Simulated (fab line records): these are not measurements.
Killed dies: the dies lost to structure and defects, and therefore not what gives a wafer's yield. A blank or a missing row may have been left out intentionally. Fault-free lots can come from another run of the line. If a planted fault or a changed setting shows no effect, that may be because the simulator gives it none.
Chamber matching :: flow n5 finfet :: N5_BEOL_M8_STRIP_67 on rie diel-06: 4 sister chambers
The step strips in CF4. 4 wafers are shown with their chamber, then 7 later ones without.

WAFERS, EACH WITH ITS CHAMBER
wafer: L990.5
chamber: 3
showerhead plenum p Torr (Torr): 1.88

wafer: L992.2
chamber: 0
showerhead plenum p Torr (Torr): 1.89

wafer: L995.1
chamber: 1
showerhead plenum p Torr (Torr): 1.73

wafer: L995.2
chamber: 2
showerhead plenum p Torr (Torr): 1.87

WAFERS WHOSE CHAMBER IS MISSING
wafer: L995.4
showerhead plenum p Torr (Torr): 1.87

wafer: L100.4
showerhead plenum p Torr (Torr): 1.87

wafer: L100.5
showerhead plenum p Torr (Torr): 1.73

wafer: L100.6
showerhead plenum p Torr (Torr): 1.88

wafer: L108.1
showerhead plenum p Torr (Torr): 1.86

wafer: L108.3
showerhead plenum p Torr (Torr): 1.72

wafer: L108.5
showerhead plenum p Torr (Torr): 1.88

WHICH CHAMBER EACH WENT THROUGH
wafer: L995.4
from the rows above: can't be placed: 2 or 3
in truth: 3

wafer: L100.4
from the rows above: can't be placed: 2 or 3
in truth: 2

wafer: L100.5
from the rows above: 1
in truth: 1

wafer: L100.6
from the rows above: can't be placed: 3 or 2 or 0
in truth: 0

wafer: L108.1
from the rows above: can't be placed: 2 or 3
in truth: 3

wafer: L108.3
from the rows above: 1
in truth: 1

wafer: L108.5
from the rows above: can't be placed: 3 or 2 or 0
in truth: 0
Correctly placed: 2 of 7. Cannot be placed on the basis of these rows: 5; the candidates contain the true chamber in 5. 0 placed wrongly.
How it was worked out, from the rows above alone: a wafer's distance from a chamber is the root of the sum, over the readings, of the square of ((its reading less the chamber's mean) divided by the reading's scatter). If the next closest chamber is less than 2 further off than the closest, the wafer can't be placed; otherwise it belongs to the closest. A chamber's mean is the mean of its shown wafers. The scatter (one wafer shown for each chamber): square how far every hidden wafer sits from the nearest shown wafer, average those squares and take the square root.
